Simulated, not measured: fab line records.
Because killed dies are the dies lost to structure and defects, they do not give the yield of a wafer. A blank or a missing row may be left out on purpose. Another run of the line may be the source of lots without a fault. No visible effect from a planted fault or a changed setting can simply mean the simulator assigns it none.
One fault through the eyes of 3 desks | flow n5 finfet | each desk holds nothing but its own numbers, with what lay behind them at the end

FOR THE TOOL OWNER'S DESK: rie diel-04
The tool's own readings at N5_BEOL_M4_DESCUM_33 (chemistry O2, time 7 s): means of the sampled wafers that have a number, for each lot that ran on this tool. Any lot whose mean is over 4 standard deviations away from the usual mean is out of limits and marked OUT; that distance is given in the brackets.
Columns: A = bias power w at N5_BEOL_M4_DESCUM_33, usual 20.00 W; B = drypump motor current A at N5_BEOL_M4_DESCUM_33, usual 5.7 A; C = oes product au at N5_BEOL_M4_DESCUM_33, usual 0.79 a.u.; D = rf vpp V at N5_BEOL_M4_DESCUM_33, usual 243.1 V; E = showerhead plenum p Torr at N5_BEOL_M4_DESCUM_33, usual 2.09 Torr; F = throttle valve pct at N5_BEOL_M4_DESCUM_33, usual 20.18 %
lot  | first seen here | A     | B   | C    | D     | E    | F
L530 | day 10 02:58    | 19.96 | 6.2 | 0.74 | 243.5 | 2.11 | 20.29
L536 | day 11 06:26    | 20.02 | 6.1 | 0.68 | 243.9 | 2.12 | 20.30
L542 | day 12 05:53    | 19.95 | 6.5 | 0.76 | 243.2 | 2.13 | 20.32
L550 | day 15 01:46    | 19.95 | 6.0 | 0.87 | 244.9 | 2.13 | 20.12
This desk's verdict: no lot among the 4 shows anything out of limits.

THE DEFECT DESK
What the inspections along the route counted, lot by lot: means of the sampled wafers that have a number. Any lot whose mean is over 4 standard deviations away from the usual mean is out of limits and marked OUT; that distance is given in the brackets.
Columns: A = raw defect count at N5_BEOL_M4_INSPECT_30, usual 407
lot  | first seen here | A
L528 | day 9 05:30     | 343
L530 | day 10 02:56    | 301
L536 | day 11 06:04    | 506
L542 | day 12 05:33    | 500
L547 | day 14 16:35    | 399
L550 | day 15 01:44    | 579
This desk's verdict: no lot among the 6 shows anything out of limits.

THE METROLOGY DESK
Lot by lot, what the gauges showed, no matter which tool ran the lot: averages of those sampled wafers that carry a number. Any lot whose mean is over 4 standard deviations away from the usual mean is out of limits and marked OUT; that distance is given in the brackets. 7 of its 12 readings are shown, namely those furthest out on some lot.
Columns: A = V3_OVL at N5_BEOL_M4_OVL_MEAS_29, usual -0.2 nm; B = DIBL_N at N5_BEOL_M4_RC_MEAS_101, usual 37.1 mV/V; C = DIBL_P at N5_BEOL_M4_RC_MEAS_101, usual 38 mV/V; D = IOFF_N at N5_BEOL_M4_RC_MEAS_101, usual 0.18 nA/um; E = ION_P at N5_BEOL_M4_RC_MEAS_101, usual 467 uA/um; F = SS_N at N5_BEOL_M4_RC_MEAS_101, usual 71.7 mV/dec; G = VT_N at N5_BEOL_M4_RC_MEAS_101, usual 249 mV
lot  | first seen here | A    | B    | C  | D    | E   | F    | G
L528 | day 9 05:25     | -0.3 | 37.7 | 40 | 0.20 | 453 | 71.8 | 246
L530 | day 10 02:50    | -0.6 | 35.8 | 36 | 0.15 | 463 | 71.8 | 250
L536 | day 11 05:59    | 0.4  | 40.4 | 42 | 0.24 | 473 | 72.7 | 244
L542 | day 12 05:28    | -0.5 | 37.2 | 38 | 0.16 | 471 | 71.5 | 250
L547 | day 14 16:29    | 0.1  | 36.2 | 37 | 0.15 | 461 | 71.8 | 250
L550 | day 15 01:38    | 0.1  | 38.6 | 40 | 0.24 | 470 | 72.5 | 244
This desk's verdict: no lot among the 6 shows anything out of limits.

PUT TOGETHER
The desk of the tool owner found nothing out of limits.
The defect desk saw nothing out of limits.
Nothing out of limits was seen by the metrology desk.

WHAT THE SIMULATOR HAD INSERTED
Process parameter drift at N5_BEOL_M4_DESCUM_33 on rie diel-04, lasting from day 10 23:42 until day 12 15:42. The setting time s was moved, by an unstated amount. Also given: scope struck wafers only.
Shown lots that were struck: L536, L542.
